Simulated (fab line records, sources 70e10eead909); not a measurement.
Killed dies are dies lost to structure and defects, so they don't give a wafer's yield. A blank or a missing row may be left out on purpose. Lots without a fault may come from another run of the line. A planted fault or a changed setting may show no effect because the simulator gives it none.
fab line records | flow nand_harc | part 1 of 2: steps 1 to 4 of 6
record lots=23 wafers=69 last_day=33
route steps=1302 shown P_ZERO_WELL@61 P_STI@87 P_GATE@150
lots that met no fault: from a run of the same line without faults
start_h: hours from the record's first day to the start of the lot's first wafer shown | wait_h: hours since the lot's step before | " the same as in the row above | L1.1+2: a row that stands for several wafers | - no value, or no start given | * or withheld: withheld | < > ~ a bound
route shown NAME@n: a module of which the file shows steps, and the number in the route of the first | usual: mean/standard deviation of fault-free wafers | same: alike in all rows | chamber/n: place in a boat | sites: the reading at each site | _std_site: their standard deviation | _edge_site: outer sites' mean less inner sites' | radius_mm: how far each site lies from the wafer's centre | mask NAME#n: copy n | behind: the tool/chamber that last shaped the wafer | hold: why the lot was held/for how many hours/how that ended | device: the transistor (n, p or np) that didn't switch | end of line: the same wafers' tests at the end of the route | a step without rows: its recipe alone | killed: dies lost to structure and defects at the first sort, not the wafer's yield | map: a wafer's dies, x killed, . not, _ none there
set.NAME: the setting as run; set.NAME@STEP: as run at that earlier step | model.NAME: the simulator's own value behind a step, which no gauge read
steps of the route over a sample of lots; a table a step, a row a wafer
services: from which hour (start_h, from the record's first day; less than 0 if before it) a tool's chamber was out of use, for how many hours, and why
## steps
# step NHARC_P_ZERO_WELL_DESCUM_54
# recipe time_s=3 o2_flow_sccm=200 ar_flow_sccm=0 bias_power_w=0 chemistry=O2
# usual drypump_motor_current_A=5.7/0.42 oes_product_au=1.002/0.0094 rf_vpp_V=57.7/0.91 showerhead_plenum_p_Torr=1.90/0.096 throttle_valve_pct=11.312/0.009
# columns lot.wafer tool chamber start_h wait_h drypump_motor_current_A oes_product_au rf_hours_counter_h rf_vpp_V showerhead_plenum_p_Torr throttle_valve_pct
L074.3 rie_diel-04 3 25.85 - 5.5 0.998 4 56.4 1.81 11.303
L074.1 " 0 " " 6.7 1.009 3 57.5 1.81 11.322
L074.5 " 2 " " 5.1 1.008 - 58.2 1.77 11.309
L075.2 rie_diel-12 3 36.00 - 5.6 1.001 35 58.4 1.99 11.297
L075.4 " 1 " " 5.8 0.988 38 59.0 2.06 11.319
L075.5 " 0 " " 6.3 1.004 - 56.1 1.78 11.312
L076.4 rie_diel-04 2 45.90 - 5.2 1.016 11 57.0 1.77 11.315
L076.6 " 2 " " 5.2 1.006 - 57.4 1.77 11.297
L076.5 " 3 " " 5.5 0.992 - 58.8 1.81 11.309
L077.3 rie_diel-04 1 55.89 - 5.8 1.015 14 58.0 1.93 11.323
L077.2 " 0 " " 6.7 1.019 14 57.5 1.80 11.327
L077.6 " 2 " " 5.1 1.010 - 56.3 1.77 11.303
L078.1 rie_diel-04 1 66.04 - 5.8 1.009 17 58.3 1.93 11.339
L078.3 " 2 " " 5.1 1.004 16 57.6 1.77 11.327
L078.6 " 1 " " 5.7 0.999 - 56.8 1.93 11.310
L079.2 rie_diel-12 1 77.88 - 5.8 0.990 51 58.1 2.06 11.311
L079.4 " 3 " " 5.7 0.989 48 56.8 1.98 11.319
L079.1 " 0 " " 6.3 0.995 50 57.2 1.77 11.308
L080.3 rie_diel-01 2 85.74 - 5.9 0.998 17 58.0 1.93 11.331
L080.5 " 0 " " 5.7 1.002 - 59.7 1.97 11.312
L080.6 " 1 " " 5.6 1.005 - 57.2 2.03 11.307
L081.4 rie_diel-01 3 95.79 - 5.8 1.011 18 58.2 1.84 11.314
L081.1 " 1 " " 5.6 1.002 18 59.1 2.03 11.309
L081.6 " 2 " " 5.9 0.987 - 58.1 1.93 11.302
L082.2 rie_diel-04 0 106.02 - 6.6 1.012 31 57.4 1.80 11.311
L082.1 " 3 " " 5.5 0.994 30 57.1 1.81 11.309
L082.5 " 1 " " 5.8 0.995 - 57.4 1.92 11.312
L083.1 rie_diel-04 0 115.79 - 6.7 1.013 34 56.9 1.80 11.315
L083.4 " 2 " " 5.1 1.013 33 56.3 1.76 11.317
L083.5 " 0 " " 6.7 1.014 - 56.5 1.80 11.312
L084.3 rie_diel-12 2 126.05 - 5.3 1.003 12 55.8 1.90 11.323
L084.1 " 3 " " 5.7 1.002 12 58.0 1.98 11.327
L084.6 " 2 " " 5.3 1.003 - 58.3 1.90 11.316
L085.1 rie_diel-12 0 135.93 - 6.3 0.999 15 56.5 1.77 11.294
L085.4 " 3 " " 5.6 1.002 15 57.9 1.98 11.316
L085.6 " 0 " " 6.3 0.993 - 56.0 1.77 11.308
L086.2 rie_diel-04 1 145.95 - 5.8 1.005 40 57.4 1.92 11.307
L086.4 " 2 " " 5.2 1.006 40 56.6 1.76 11.308
L086.6 " 1 " " 5.8 1.001 - 56.4 1.92 11.329
L087.1 rie_diel-12 0 156.03 - 6.3 1.010 20 57.5 1.77 11.291
L087.4 " 1 " " 5.8 0.999 20 60.1 2.05 11.305
L087.5 " 0 " " 6.3 0.995 - 56.2 1.77 11.318
L089.4 rie_diel-04 0 176.19 - 6.7 1.012 50 56.7 1.79 11.293
L089.2 " 2 " " 5.1 1.001 50 57.1 1.76 11.301
L089.1 " 3 " " 5.5 0.997 50 57.9 1.80 11.316
L090.3 rie_diel-12 2 186.22 - 5.3 1.002 31 59.2 1.89 11.312
L090.2 " 1 " " 5.8 0.999 33 59.0 2.05 11.308
L090.5 " 3 " " 5.7 1.012 - 58.6 1.97 11.312
L091.4 rie_diel-01 1 196.08 - 5.5 1.001 52 58.6 2.01 11.300
L091.5 " 0 " " 5.7 1.010 - 57.5 1.96 11.325
L091.6 " 1 " " 5.6 1.001 - 59.0 2.01 11.306
L092.2 rie_diel-01 0 206.49 - 5.7 1.009 52 57.5 1.96 11.312
L092.3 " 1 " " 5.6 0.996 56 58.3 2.01 11.298
L092.5 " 1 " " 5.6 0.994 - 58.6 2.01 11.321
L093.1 rie_diel-01 2 216.23 - 5.9 0.994 0 59.8 1.91 11.317
L093.4 " 3 " " 5.8 1.001 0 57.9 1.83 11.316
L093.6 " 0 " " 5.7 1.002 - 58.8 1.96 11.313
L094.2 rie_diel-04 0 226.08 - 6.7 1.022 10 57.7 1.79 11.322
L094.3 " 1 " " 5.7 1.012 12 58.2 1.91 11.297
L094.5 " 0 " " 6.7 1.020 - 56.8 1.79 11.312
L095.3 rie_diel-12 0 236.04 - 6.3 1.011 46 58.4 1.76 11.306
L095.1 " 1 " " 5.8 1.004 49 56.5 2.04 11.320
L095.6 " 0 " " 6.3 1.008 - 57.7 1.76 11.301
L096.2 rie_diel-01 3 246.52 - 5.7 0.985 14 57.8 1.83 11.307
L096.5 " 0 " " 5.7 0.993 - 57.1 1.95 11.314
L096.6 " 1 " " 5.5 0.996 - 57.8 2.01 11.318
L097.1 rie_diel-12 2 255.81 - 5.3 1.005 51 57.4 1.89 11.323
L097.2 " 3 " " 5.6 1.013 50 57.8 1.97 11.306
L097.4 " 0 " " 6.3 0.994 49 56.9 1.76 11.315
# step NHARC_P_STI_DESCUM_14
# recipe time_s=3 o2_flow_sccm=200 ar_flow_sccm=0 bias_power_w=0 chemistry=O2
# usual drypump_motor_current_A=5.7/0.55 oes_product_au=1.000/0.008 rf_vpp_V=57.8/0.87 showerhead_plenum_p_Torr=1.90/0.064 throttle_valve_pct=11.311/0.0088
# columns lot.wafer tool chamber start_h wait_h drypump_motor_current_A oes_product_au rf_hours_counter_h rf_vpp_V showerhead_plenum_p_Torr throttle_valve_pct
L074.1 rie_diel-05 3 42.95 - 5.7 0.994 8 58.4 1.92 11.312
L074.3 " 0 " " 5.0 0.981 9 56.3 1.94 11.295
L074.5 " 2 " " 5.2 1.003 - 57.5 1.86 11.332
L075.2 rie_diel-13 2 55.26 - 5.3 1.001 4 56.1 1.86 11.308
L075.4 " 1 " " 5.1 0.980 4 58.4 2.04 11.328
L075.5 " 3 " " 6.3 1.000 - 58.6 1.96 11.303
L076.4 rie_diel-05 2 62.65 - 5.3 1.006 0 58.0 1.86 11.317
L076.6 " 2 " " 5.2 0.994 - 56.0 1.86 11.317
L076.5 " 3 " " 5.7 1.001 - 56.7 1.92 11.324
L077.3 rie_diel-05 3 72.81 - 5.7 0.997 1 58.2 1.92 11.316
L077.2 " 0 " " 5.0 1.009 1 58.3 1.94 11.305
L077.6 " 2 " " 5.2 1.002 - 57.2 1.86 11.302
L078.1 rie_diel-10 1 84.46 - 5.4 1.008 1 59.0 1.96 11.312
L078.3 " 3 " " 6.2 0.986 1 58.1 1.97 11.307
L078.6 " 1 " " 5.4 0.998 - 58.2 1.96 11.312
L079.1 rie_diel-13 1 97.14 - 5.1 1.002 6 57.6 2.04 11.327
L079.2 " 2 " " 5.3 1.017 6 58.2 1.86 11.305
L079.4 " 3 " " 6.3 0.999 6 57.5 1.96 11.317
L080.3 rie_diel-05 0 106.47 - 5.0 0.999 4 57.1 1.94 11.320
L080.6 " 1 " " 6.5 0.998 - 59.2 1.80 11.310
L080.5 " 2 " " 5.2 1.018 - 59.9 1.86 11.332
L081.1 rie_diel-05 1 112.48 - 6.5 1.002 3 56.3 1.80 11.313
L081.6 " 1 " " 6.5 1.007 - 58.5 1.80 11.318
L081.4 " 3 " " 5.7 0.996 - 58.0 1.92 11.318
L082.2 rie_diel-10 2 124.01 - 6.0 0.997 2 58.3 1.86 11.308
L082.1 " 0 " " 5.9 1.008 4 58.5 1.86 11.301
L082.5 " 2 " " 6.0 0.989 - 58.7 1.86 11.314
L083.4 rie_diel-13 0 134.82 - 6.7 0.997 9 57.5 1.84 11.320
L083.1 " 1 " " 5.1 0.999 8 57.4 2.04 11.311
L083.5 " 0 " " 6.7 0.996 - 57.1 1.84 11.312
L084.1 rie_diel-05 0 147.00 - 5.0 0.999 6 58.2 1.93 11.304
L084.3 " 3 " " 5.7 1.005 6 57.9 1.91 11.309
L084.6 " 0 " " 5.0 0.999 - 58.1 1.93 11.325
L085.1 rie_diel-05 2 158.83 - 5.3 0.989 5 58.2 1.86 11.296
L085.4 " 1 " " 6.5 1.012 6 57.7 1.80 11.304
L085.6 " 3 " " 5.7 1.000 - 58.4 1.91 11.308
L086.2 rie_diel-10 3 164.56 - 6.2 0.998 7 57.6 1.97 11.313
L086.4 " 2 " " 6.0 0.991 6 56.2 1.86 11.312
L086.6 " 3 " " 6.2 0.996 - 57.3 1.97 11.319
L087.1 rie_diel-05 3 173.07 - 5.7 1.011 6 57.4 1.91 11.297
L087.4 " 1 " " 6.5 1.003 7 57.4 1.80 11.310
L087.5 " 3 " " 5.7 1.013 - 58.2 1.91 11.307
L089.1 rie_diel-05 0 193.74 - 5.0 1.000 8 59.2 1.93 11.307
L089.2 " 2 " " 5.3 0.999 6 57.6 1.86 11.314
L089.4 " 3 " " 5.7 1.011 7 56.0 1.91 11.324
L090.2 rie_diel-05 0 202.63 - 5.0 1.011 8 56.6 1.93 11.315
L090.3 " 3 " " 5.7 1.009 8 59.9 1.91 11.308
L090.5 " 1 " " 6.5 0.993 - 57.8 1.80 11.299
L091.4 rie_diel-13 0 212.95 - 6.7 1.005 2 57.5 1.84 11.325
L091.6 " 1 " " 5.1 0.982 - 57.1 2.04 11.313
L091.5 " 2 " " 5.3 1.005 - 57.4 1.86 11.296
L092.3 rie_diel-13 0 223.16 - 6.7 1.002 2 58.0 1.84 11.316
L092.2 " 1 " " 5.1 0.993 2 57.2 2.04 11.314
L092.5 " 0 " " 6.7 1.009 - 56.9 1.84 11.306
L093.1 rie_diel-10 0 233.48 - 5.9 1.003 14 56.4 1.86 11.303
L093.4 " 1 " " 5.4 0.991 13 58.8 1.96 11.299
L093.6 " 2 " " 6.0 0.988 - 57.6 1.86 11.295
L094.3 rie_diel-13 1 243.19 - 5.1 0.999 4 58.7 2.04 11.320
L094.2 " 0 " " 6.7 1.005 3 57.1 1.84 11.323
L094.5 " 2 " " 5.3 0.999 - 58.8 1.86 11.320
L095.1 rie_diel-05 3 254.12 - 5.7 1.001 2 58.2 1.91 11.318
L095.3 " 0 " " 5.0 1.001 2 57.9 1.93 11.306
L095.6 " 3 " " 5.7 1.008 - 57.0 1.91 11.304
L096.2 rie_diel-13 1 263.00 - 5.1 1.001 4 57.5 2.04 11.312
L096.6 " 2 " " 5.3 1.001 - 58.7 1.86 11.329
L096.5 " 3 " " 6.2 1.002 - 58.3 1.95 11.315
L097.2 rie_diel-05 0 274.11 - 5.0 1.004 3 58.1 1.93 11.315
L097.1 " 2 " " 5.2 1.003 2 56.7 1.85 11.314
L097.4 " 0 " " 5.0 1.004 - 58.2 1.93 11.328
# step NHARC_P_STI_ETCH_15
# recipe target_depth_a=3000 taper_deg=4 time_s=100.1 hbr_flow_sccm=150 cl2_flow_sccm=50 rf_w=400 icp_w=400 bias_w=100 chemistry=HBr/Cl2
# usual drypump_motor_current_A=5.76/0.3 oes_product_au=1.001/0.0081 throttle_valve_pct=26.405/0.0092
# columns lot.wafer tool chamber start_h wait_h drypump_motor_current_A oes_product_au rf_hours_counter_h throttle_valve_pct
L074.1 rie_si-06 2 43.21 - 5.37 1.002 0.91 26.400
L074.3 " 3 " " 5.32 0.989 0.94 26.417
L074.5 " 3 " " 5.31 0.998 - 26.386
L075.2 rie_si-04 2 55.55 - 5.94 1.001 0.33 26.397
L075.4 " 3 " " 6.15 1.007 0.36 26.418
L075.5 " 1 " " 5.60 0.995 - 26.400
L076.4 rie_si-05 0 62.96 - 5.32 1.006 0.56 26.404
L076.5 " 2 " " 5.73 1.000 - 26.401
L076.6 " 3 " " 5.96 0.994 - 26.396
L077.2 rie_si-04 3 73.10 - 6.18 0.990 0.45 26.415
L077.3 " 1 " " 5.55 1.001 0.48 26.395
L077.6 " 3 " " 6.16 0.999 - 26.411
L078.1 rie_si-04 3 84.73 - 6.18 1.000 0.57 26.401
L078.3 " 2 " " 5.93 1.006 0.60 26.427
L078.6 " 0 " " 5.67 1.005 - 26.415
L079.1 rie_si-05 2 97.41 - 5.71 1.000 0.84 26.420
L079.4 " 3 " " 6.02 0.995 0.99 26.415
L079.2 " 1 " " 5.70 1.006 0.75 26.395
L080.3 rie_si-05 0 106.75 - 5.31 0.984 0.84 26.403
L080.5 " 2 " " 5.73 1.000 - 26.408
L080.6 " 3 " " 5.97 0.991 - 26.401
L081.1 rie_si-04 3 112.79 - 6.15 1.004 0.80 26.409
L081.4 " 0 " " 5.76 1.002 0.76 26.388
L081.6 " 2 " " 5.93 1.008 - 26.398
L082.2 rie_si-04 2 124.28 - 5.93 1.002 0.93 26.424
L082.1 " 3 " " 6.16 0.998 0.94 26.412
L082.5 " 3 " " 6.16 0.994 - 26.409
L083.1 rie_si-06 1 135.09 - 5.93 0.995 0.28 26.398
L083.5 " 1 " " 5.93 0.989 - 26.402
L083.4 " 2 " " 5.38 1.002 - 26.399
L084.1 rie_si-05 3 147.28 - 5.97 1.007 0.03 26.396
L084.3 " 2 " " 5.69 1.011 0.05 26.397
L084.6 " 3 " " 5.99 1.002 - 26.387
L085.1 rie_si-05 0 159.15 - 5.33 1.003 0.15 26.411
L085.4 " 2 " " 5.72 0.994 - 26.398
L085.6 " 0 " " 5.34 1.008 - 26.408
L086.2 rie_si-06 2 164.85 - 5.37 1.004 0.52 26.416
L086.4 " 0 " " 6.34 1.000 0.43 26.417
L086.6 " 1 " " 5.95 0.994 - 26.400
L087.1 rie_si-05 3 173.36 - 5.96 0.998 0.34 26.407
L087.4 " 3 " " 5.96 1.000 - 26.404
L087.5 " 0 " " 5.34 1.010 - 26.414
L089.2 rie_si-06 1 194.03 - 5.98 0.984 0.64 26.408
L089.1 " 2 " " 5.40 0.979 0.72 26.394
L089.4 " 3 " " 5.31 1.003 0.56 26.417
L090.3 rie_si-04 3 202.90 - 6.20 0.990 0.14 26.427
L090.2 " 0 " " 5.72 1.010 0.16 26.400
L090.5 " 2 " " 5.95 0.981 - 26.416
L091.4 rie_si-05 0 213.20 - 5.34 0.989 0.65 26.393
L091.5 " 0 " " 5.32 0.991 - 26.408
L091.6 " 1 " " 5.70 1.012 - 26.399
L092.3 rie_si-05 1 223.50 - 5.72 1.007 0.40 26.404
L092.2 " 2 " " 5.73 1.009 0.66 26.411
L092.5 " 3 " " 5.98 0.996 - 26.414
L093.1 rie_si-05 0 233.74 - 5.29 1.004 0.89 26.398
L093.4 " 3 " " 5.98 1.013 0.78 26.405
L093.6 " 0 " " 5.33 0.998 - 26.379
L094.2 rie_si-06 3 243.48 - 5.31 1.017 0.88 26.403
L094.3 " 1 " " 5.97 0.991 0.95 26.395
L094.5 " 2 " " 5.38 0.988 - 26.409
L095.3 rie_si-05 2 254.40 - 5.74 0.994 0.86 26.406
L095.1 " 0 " " 5.32 1.007 0.97 26.414
L095.6 " 3 " " 5.97 1.009 - 26.396
L096.2 rie_si-04 0 263.29 - 5.70 1.013 0.55 26.391
L096.6 " 1 " " 5.61 1.006 - 26.408
L096.5 " 2 " " 5.94 0.983 - 26.393
L097.2 rie_si-05 2 274.42 - 5.71 1.005 1.02 26.402
L097.4 " 3 " " 5.98 1.012 1.07 26.403
L097.1 " 0 " " 5.32 1.005 1.12 26.394
# step NHARC_P_STI_CD_MEAS_16
# usual cd_nm=200/3.2
# columns lot.wafer tool chamber start_h wait_h cd_nm
L074.1 cd_sem-02 - 43.37 - 199
L074.3 " - " " 198
L074.5 " - " " 196
L075.2 cd_sem-01 - 55.70 - 196
L075.4 " - " " 200
L075.5 " - " " 196
L076.4 cd_sem-01 - 63.10 - 197
L076.5 " - " " 197
L076.6 " - " " 196
L077.2 cd_sem-03 - 73.25 - 199
L077.3 " - " " 202
L077.6 " - " " 198
L078.1 cd_sem-02 - 84.89 - 205
L078.3 " - " " 200
L078.6 " - " " 206
L079.1 cd_sem-03 - 97.57 - 204
L079.2 " - " " 202
L079.4 " - " " 205
L080.3 cd_sem-01 - 106.88 - 204
L080.5 " - " " 201
L080.6 " - " " 202
L081.1 cd_sem-03 - 112.94 - 203
L081.4 " - " " 204
L081.6 " - " " 206
L082.1 cd_sem-02 - 124.44 - 200
L082.2 " - " " 203
L082.5 " - " " 202
L083.1 cd_sem-01 - 135.28 - 201
L083.4 " - " " 205
L083.5 " - " " 200
L084.1 cd_sem-01 - 147.44 - 197
L084.3 " - " " 199
L084.6 " - " " 197
L085.1 cd_sem-01 - 159.30 - 198
L085.4 " - " " 197
L085.6 " - " " 203
L086.2 cd_sem-03 - 165.00 - 198
L086.4 " - " " 198
L086.6 " - " " 200
L087.1 cd_sem-03 - 173.53 - 197
L087.4 " - " " 195
L087.5 " - " " 195
L089.1 cd_sem-03 - 194.17 - 204
L089.2 " - " " 203
L089.4 " - " " 206
L090.2 cd_sem-02 - 203.10 - 200
L090.3 " - " " 201
L090.5 " - " " 200
L091.4 cd_sem-02 - 213.37 - 198
L091.5 " - " " 202
L091.6 " - " " 204
L092.2 cd_sem-01 - 223.63 - 199
L092.3 " - " " 195
L092.5 " - " " 199
L093.1 cd_sem-03 - 233.90 - 198
L093.4 " - " " 197
L093.6 " - " " 197
L094.2 cd_sem-01 - 243.63 - 197
L094.3 " - " " 196
L094.5 " - " " 196
L095.1 cd_sem-02 - 254.56 - 199
L095.3 " - " " 201
L095.6 " - " " 195
L096.2 cd_sem-03 - 263.41 - 198
L096.5 " - " " 195
L096.6 " - " " 192
L097.1 cd_sem-02 - 274.58 - 200
L097.2 " - " " 196
L097.4 " - " " 204
